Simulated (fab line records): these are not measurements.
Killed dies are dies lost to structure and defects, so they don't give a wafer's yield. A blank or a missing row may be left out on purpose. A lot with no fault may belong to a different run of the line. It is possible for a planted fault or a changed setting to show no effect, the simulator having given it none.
Comparing a struck lot with a sound one | flow n5_finfet | 39 steps out of a route of 1938
Sound: wafers L534.2, L534.4, L534.5. Struck: wafer L523.1 (L523.3, L523.6, from the same lot, were not struck and are left out); the cause is given at the end.
For every step that has rows: the tool of each side, followed by ch and its chambers, followed by its first start. Under that, the readings that differ: sound wafers | struck wafers | difference of the means | sigmas: that difference in standard deviations of wafers without a fault.
alike: a reading whose means differ by less than 2 such deviations, as well as words and numbers matching on both sides. not compared: withheld readings; readings where some wafer has no value; bounds like >300 that might hide an equal value; numbers whose values overlap and for which the record gives no deviation.
A row with sigmas, a row that says differs or no value, or rows on one side alone: a step with any of these is where the two part. Numbers that don't overlap but have no deviation are shown without sigmas and don't part them. A reading that every wafer of one side lacks parts them only if that side has two wafers or more.

first, 9 steps without rows for these wafers: N5_STI_FIN_REVEAL_SRD_23 (time 30 s); N5_STI_FIN_REVEAL_PRECLEAN_18 (cleans in SC2, time 45 s); N5_STI_FIN_REVEAL_SRD_28 (time 30 s); N5_DUMMY_GATE_PRECLEAN_00 (cleans in O3/DIW, time 60 s); N5_DUMMY_GATE_SRD_01 (time 30 s); N5_DUMMY_GATE_ALD_02 (deposits SiO2, target thk 2 nm, pulse time 1 s); N5_DUMMY_GATE_CVD_03 (deposits a-Si from SiH4, target thk 150 nm, time 8042 s); N5_DUMMY_GATE_PRECLEAN_46 (cleans in DIW, time 89.5 s); N5_DUMMY_GATE_SRD_47 (dry time 32 s).
N5_DUMMY_GATE_CMP_04: polishes a-Si.
  sound on cmp-04 ch 1,2,3, day 8 12:10; struck on cmp-02 ch 2, day 5 20:27
  reading                                     | sound          | struck | difference | sigmas
  model.a-Si_of_DUMMY_GATE_CVD_03.thk_nm (nm) | 72.4 73.8 72.4 | 100.4  | +27.5      |
  alike: edge_zone_pressure_frac, motor_current_A, time_to_endpoint_s
N5_DUMMY_GATE_THK_MEAS_05:
  sound on film_metro-02 at day 8 12:22; struck on film_metro-02 at day 5 20:37
  reading     | sound          | struck | difference | sigmas
  thk_nm (nm) | 72.4 73.8 72.5 | 100.5  | +27.6      | +23
then, 24 steps without rows for these wafers: N5_DUMMY_GATE_HM_DEP_06 (deposits SiNx from DCS/NH3, target thk 80 nm, time 5141 s); N5_DUMMY_GATE_PECVD_30 (deposits SiO2 from TEOS/O2, target thk 55 nm, time 10.8 s); N5_DUMMY_GATE_COAT_34 (time 60 s, resist thk 60 nm); N5_DUMMY_GATE_COAT_35 (time 60 s, resist thk 10 nm); N5_DUMMY_GATE_COAT_28 (time 60 s, resist thk 10 nm); N5_DUMMY_GATE_COAT_09 (resist thk 30 nm); N5_DUMMY_GATE_EBR_11; N5_DUMMY_GATE_SOFTBAKE_10 (time 60 s); N5_DUMMY_GATE_EXPOSE_12 (exposes mask GATE, target cd 25 nm); N5_DUMMY_GATE_PEB_13 (peb time 60 s); N5_DUMMY_GATE_DEVELOP_14 (develop time 30 s); N5_DUMMY_GATE_DESCUM_20 (chemistry O2, time 6.2 s); N5_DUMMY_GATE_ETCH_29 (etches underlayer in N2/H2, target depth 13 nm); N5_DUMMY_GATE_ETCH_36 (etches SiARC in CF4, target depth 13 nm); N5_DUMMY_GATE_ETCH_37 (etches SOC in N2/H2, target depth 60 nm, overetch 30 nm); N5_DUMMY_GATE_STRIP_38 (strips in N2/H2); N5_DUMMY_GATE_STRIP_39 (strips in N2/H2); N5_DUMMY_GATE_TRIM_49 (chemistry O2, time 29 s, target cd 14 nm); N5_DUMMY_GATE_STRIP_40 (strips in CF4); N5_DUMMY_GATE_ETCH_31 (etches SiO2 in C4F6/O2, target depth 82.5 nm, time 27.5 s); N5_DUMMY_GATE_STRIP_41 (strips in O2); N5_DUMMY_GATE_HM_OPEN_21 (chemistry CH3F/O2, target SiNx, target depth 120 nm, time 171.4 s); N5_DUMMY_GATE_ETCH_32 (etches SiO2 in CF4, target depth 3.5 nm, time 3.9 s); N5_DUMMY_GATE_ETCH_23 (etches poly-Si in HBr/Cl2/O2, target depth 41 nm, time 22.3 s).
N5_DUMMY_GATE_ETCH_44: etches poly-Si in HBr/O2, stops on SiO2, target depth 127.5 nm.
  sound on rie_si-05 ch 0,2, day 8 17:49; struck on rie_si-06 ch 1, day 6 01:56
  reading                                | sound             | struck | difference | sigmas
  oes_product_au (a.u.)                  | 0.738 0.730 0.729 | 0.859  | +0.127     | +12
  model.DUMMY_GATE.feature_depth_nm (nm) | 72.4 73.8 72.4    | 100.4  | +27.5      |
  model.etch.depth_nm (nm)               | 72.37 73.75 72.48 | 100.4  | +27.5      |
  alike: drypump_motor_current_A, throttle_valve_pct
  not compared: rf_hours_counter_h
N5_SDB_CMP_30: polishes, stops on poly-Si, t overpolish 1.54 s, target thk 30 nm.
  sound on cmp-03 ch 2,3, day 9 15:29; struck on cmp-04 ch 0, day 7 00:58
  reading                                     | sound        | struck | difference | sigmas
  model.a-Si_of_DUMMY_GATE_CVD_03.thk_nm (nm) | 64.6 66 64.8 | 92.6   | +27.5      |
  alike: edge_zone_pressure_frac, motor_current_A, overpolish_run_s, time_to_endpoint_s
N5_SDB_THK_MEAS_31:
  sound on film_metro-02 at day 9 15:47; struck on film_metro-01 at day 7 01:11
  reading      | sound          | struck | difference | sigmas
  SDB_THK (nm) | 64.6 66.0 64.7 | 92.7   | +27.6      | +23
-- the record jumps here: 10 days lie between the struck wafers' starts before and after (it left off in module SDB and takes up again in module PASSIVATION, whose first step shown is number 1936 of the route) --
N5_PASSIVATION_PROBE_49:
  sound on prober-01 at day 19 18:50; struck on prober-01 at day 17 10:17
  reading            | sound      | struck | difference | sigmas
  killed_at_M0_to_M3 | 19 37 17   | 56     | +32        | +3
  killed_at_contacts | 20 27 15   | 5      | -16        | -2
  killed_dies        | 114 125 91 | 146    | +36        | +2
  killed_short       | 33 43 22   | 57     | +24        | +3
  alike: killed_at_M4_up, killed_at_front_end, killed_at_other, killed_open

== WHERE THEY PART ==
Last at N5_PASSIVATION_PROBE_49 as far as this record goes, first at N5_DUMMY_GATE_THK_MEAS_05.

WHY: what the simulator had put in
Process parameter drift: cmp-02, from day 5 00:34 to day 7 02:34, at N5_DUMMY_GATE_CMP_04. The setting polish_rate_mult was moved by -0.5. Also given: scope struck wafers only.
